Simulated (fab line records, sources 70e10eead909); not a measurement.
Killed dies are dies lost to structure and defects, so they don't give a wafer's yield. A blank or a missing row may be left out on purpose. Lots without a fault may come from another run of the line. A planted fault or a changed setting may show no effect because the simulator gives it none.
Chamber matching | flow nand_harc | NHARC_THIN_TSV_ETCH_15 on rie_si-05: 4 sister chambers
The step target depth 3000 nm, bosch target overetch cycles 2, bosch etch step 2.8 s. 18 wafers are shown with their chamber, then 9 later ones without.

WAFERS WITH THEIR CHAMBER
wafer  | chamber | drypump_motor_current_A (A)
L077.1 | 1       | 4.6
L077.5 | 2       | 5.5
L077.6 | 3       | 6.0
L078.1 | 1       | 4.6
L078.2 | 3       | 6.0
L078.3 | 0       | 6.2
L078.4 | 2       | 5.5
L078.5 | 3       | 6.0
L078.6 | 0       | 6.2
L081.1 | 0       | 6.2
L081.3 | 1       | 4.6
L081.4 | 2       | 5.5
L083.3 | 1       | 4.6
L083.4 | 2       | 5.5
L083.6 | 2       | 5.5
L084.1 | 0       | 6.1
L084.5 | 2       | 5.5
L084.6 | 3       | 6.0

SIGNATURES (means of the wafers above)
reading                 | chamber 0 | chamber 1 | chamber 2 | chamber 3 | scatter within a chamber
drypump_motor_current_A | 6.175     | 4.600     | 5.500     | 6.000     | 0.0231
Rule: a wafer's distance from a chamber is the root of the sum, over the readings, of the square of ((its reading less the chamber's mean) divided by the reading's scatter). The wafer belongs to the nearest chamber; if the next one is less than 2 further off, it can't be placed. The scatter: the root of (the sum of the squares of (reading less its chamber's mean) over the shown wafers, divided by (wafers less chambers)).

WAFERS WITHOUT THEIR CHAMBER
wafer  | drypump_motor_current_A (A)
L087.3 | 4.6
L087.4 | 6.2
L087.5 | 6.0
L090.1 | 6.0
L090.2 | 5.5
L090.6 | 6.0
L096.2 | 5.5
L096.5 | 5.5
L096.6 | 4.6

WHICH CHAMBER EACH WENT THROUGH
wafer  | from the rows above | in truth
L087.3 | 1                   | 1
L087.4 | 0                   | 0
L087.5 | 3                   | 3
L090.1 | 3                   | 3
L090.2 | 2                   | 2
L090.6 | 3                   | 3
L096.2 | 2                   | 2
L096.5 | 2                   | 2
L096.6 | 1                   | 1
Placed correctly: 9 of 9. Can't be placed from these rows: 0. Placed wrongly: 0.
